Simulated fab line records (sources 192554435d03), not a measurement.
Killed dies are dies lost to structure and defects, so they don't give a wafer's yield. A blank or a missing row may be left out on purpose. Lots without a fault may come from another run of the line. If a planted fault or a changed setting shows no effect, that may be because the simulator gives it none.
A lot that was struck, set against a sound lot / flow n5-finfet / 37 steps out of a route of 1938
Sound: the wafers L329.3, L329.4, L329.6. The struck wafers were L317.4, L317.5, L317.6. Last of all comes the cause.
At each step with rows: each side's tool, then ch and its chambers, then its first start. Under that, the readings that differ: sound wafers / struck wafers / difference of the means / sigmas: that difference in standard deviations of wafers without a fault.
alike: same words and numbers on both sides, and readings whose means sit less than 2 such deviations apart. not compared: any withheld reading, any reading some wafer has no value for, any bound like >300 that may hide the same value, and any number with overlapping values for which the record gives no deviation.
A row with sigmas, a row that says differs or no value, or rows on one side alone: a step with any of these is where the two part. Numbers that have no deviation but don't overlap get no sigmas and don't part them. A reading that every wafer of one side lacks parts them only if that side has two wafers or more.

first, 12 steps without rows for these wafers: N5_GATE_CUT_STRIP_42 (strips in O2); N5_GATE_CUT_ETCH_19 (etches SiNx in CH3F/O2, target depth 53.7 nm, time 76.7 s); N5_GATE_CUT_CUT_ETCH_53 (etches W in SF6/Cl2, target depth 79.2 nm); N5_GATE_CUT_CUT_ETCH_54 (etches TiN in Cl2/BCl3, target depth 96.7 nm); N5_GATE_CUT_CUT_ETCH_55 (etches HfO2 in BCl3, target depth 3.2 nm); N5_GATE_CUT_ETCH_47 (etches SiO2 in Cl2/BCl3, target depth 10 nm); N5_GATE_CUT_VAPOR_ETCH_48 (etches TiN in BCl3/Cl2); N5_GATE_CUT_VAPOR_ETCH_49 (etches TiAlC in BCl3/Cl2); N5_GATE_CUT_VAPOR_ETCH_51 (etches HfO2 in BCl3/Cl2); N5_GATE_CUT_STRIP_21 (strips in N2/H2, time 30 s); N5_GATE_CUT_STRIP_29 (strips in post etch residue remover, time 60 s); N5_GATE_CUT_SRD_52 (time 30 s).
N5_GATE_CUT_ALD_22: deposits SiNx, target thk 16 nm, pulse time 1 s, ald cycles 320.
  sound on ald-sin-02 ch 1,2,3, day 10 11:15; struck on ald-sin-04 ch 1,2, day 7 10:01
  alike: heater-power-w, precursor-pulse-height-rel
then, 23 steps without rows for these wafers: N5_GATE_CUT_CMP_23 (polishes, stops on SiO2, t overpolish 23.4 s, target thk 16 nm); N5_GATE_CUT_CMP_43 (polishes SiO2); N5_GATE_CUT_CMP_61 (polishes, stops on SiNx, t overpolish 3 s); N5_MOL_CONTACT_COAG_COAT_103 (time 60 s, resist thk 80 nm); N5_MOL_CONTACT_COAG_COAT_104 (time 60 s, resist thk 12 nm); N5_MOL_CONTACT_COAG_COAT_58 (time 60 s, resist thk 10 nm); N5_MOL_CONTACT_COAG_COAT_02 (resist thk 30 nm); N5_MOL_CONTACT_COAG_EBR_04; N5_MOL_CONTACT_COAG_SOFTBAKE_03 (time 60 s); N5_MOL_CONTACT_COAG_EXPOSE_05 (exposes mask CA, defocus 0 nm); N5_MOL_CONTACT_COAG_PEB_06 (peb time 60 s); N5_MOL_CONTACT_COAG_DEVELOP_07 (develop time 30 s); N5_MOL_CONTACT_COAG_DESCUM_13 (chemistry O2, time 7 s); N5_MOL_CONTACT_COAG_ETCH_59 (etches underlayer in N2/H2, target depth 13 nm, time 10.4 s); N5_MOL_CONTACT_COAG_ETCH_105 (etches SiARC in CF4, target depth 15.6 nm, time 26 s); N5_MOL_CONTACT_COAG_ETCH_106 (etches SOC in N2/H2, target depth 80 nm, overetch 16 nm, time 120 s); N5_MOL_CONTACT_COAG_STRIP_107 (strips in N2/H2); N5_MOL_CONTACT_COAG_STRIP_108 (strips in N2/H2); N5_MOL_CONTACT_COAG_CONTACT_ETCH_14 (etches SiO2 in C4F6/O2, target depth 27.5 nm, overetch 8.5 nm, time 20 s); N5_MOL_CONTACT_COAG_STRIP_109 (strips in C4F6/O2); N5_MOL_CONTACT_COAG_ETCH_15 (etches SiNx in CH3F/O2, stops on Si:P, target depth 7 nm); N5_MOL_CONTACT_COAG_ETCH_110 (etches Si in CF4/O2, target depth 2.5 nm, time 8 s); N5_MOL_CONTACT_COAG_STRIP_98 (strips in N2/H2).
-- the record jumps here: 8 days lie between the struck wafers' starts before and after (it left off in module MOL_CONTACT_COAG and takes up again in module PASSIVATION, whose first step shown is number 1936 of the route) --
N5_PASSIVATION_PROBE_49:
  record: rows for the struck wafers here (prober-01, day 15 12:02), none for the sound ones

## WHERE THEY PART
N5_PASSIVATION_PROBE_49 only, going by this record.

WHY: the cause the simulator had injected
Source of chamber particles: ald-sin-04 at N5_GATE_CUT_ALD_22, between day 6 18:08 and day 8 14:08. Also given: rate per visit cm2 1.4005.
